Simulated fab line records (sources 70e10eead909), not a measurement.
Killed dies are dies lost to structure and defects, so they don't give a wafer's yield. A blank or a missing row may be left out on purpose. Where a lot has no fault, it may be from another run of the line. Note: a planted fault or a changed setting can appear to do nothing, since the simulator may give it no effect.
Chamber matching | flow nand-harc | pecvd-04 running NHARC_A_M1_DEP_33: 3 sister chambers
The step deposits SiCN, target thk 30 nm. 6 wafers are shown with their chamber, then 11 later ones without.

## WAFERS PAIRED WITH THEIR CHAMBERS
wafer  | chamber | heater-power-w (W) | heater-power-outer-w (W)
L077.6 | 2       | 711                | 380
L085.4 | 2       | 666                | 357
L085.5 | 0       | 481                | 256
L086.4 | 1       | 554                | 324
L086.6 | 0       | 587                | 339
L087.1 | 1       | 493                | 305

## WAFERS WITH NO CHAMBER GIVEN
wafer  | heater-power-w (W) | heater-power-outer-w (W)
L087.2 | 725                | 414
L087.4 | 513                | 310
L093.2 | 593                | 387
L093.3 | 580                | 334
L093.5 | 611                | 379
L096.3 | 748                | 415
L096.5 | 500                | 283
L096.6 | 651                | 393
L097.1 | 777                | 431
L097.2 | 568                | 356
L097.4 | 581                | 351

## WHICH CHAMBER EACH WENT THROUGH
wafer  | from the rows above          | in truth
L087.2 | 2                            | 2
L087.4 | can't be placed: 1 or 0      | 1
L093.2 | can't be placed: 2 or 1 or 0 | 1
L093.3 | can't be placed: 1 or 0 or 2 | 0
L093.5 | can't be placed: 2 or 1 or 0 | 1
L096.3 | 2                            | 2
L096.5 | can't be placed: 0 or 1      | 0
L096.6 | 2                            | 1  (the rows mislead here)
L097.1 | 2                            | 2
L097.2 | can't be placed: 1 or 0 or 2 | 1
L097.4 | can't be placed: 1 or 0 or 2 | 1
Correct placement for 3 of the 11. Not placeable from these rows: 7 (in 7, the candidates include the true chamber). 1 placed wrongly.
How it was worked out, from the rows above alone: a wafer's distance from a chamber is the root of the sum, over the readings, of the square of ((its reading less the chamber's mean) divided by the reading's scatter). If the next closest chamber is less than 2 further off than the closest, the wafer can't be placed; otherwise it belongs to the closest. Each chamber's mean is taken over the wafers shown for it. The scatter: the root of (the sum of the squares of (reading less its chamber's mean) over the shown wafers, divided by (wafers less chambers)).
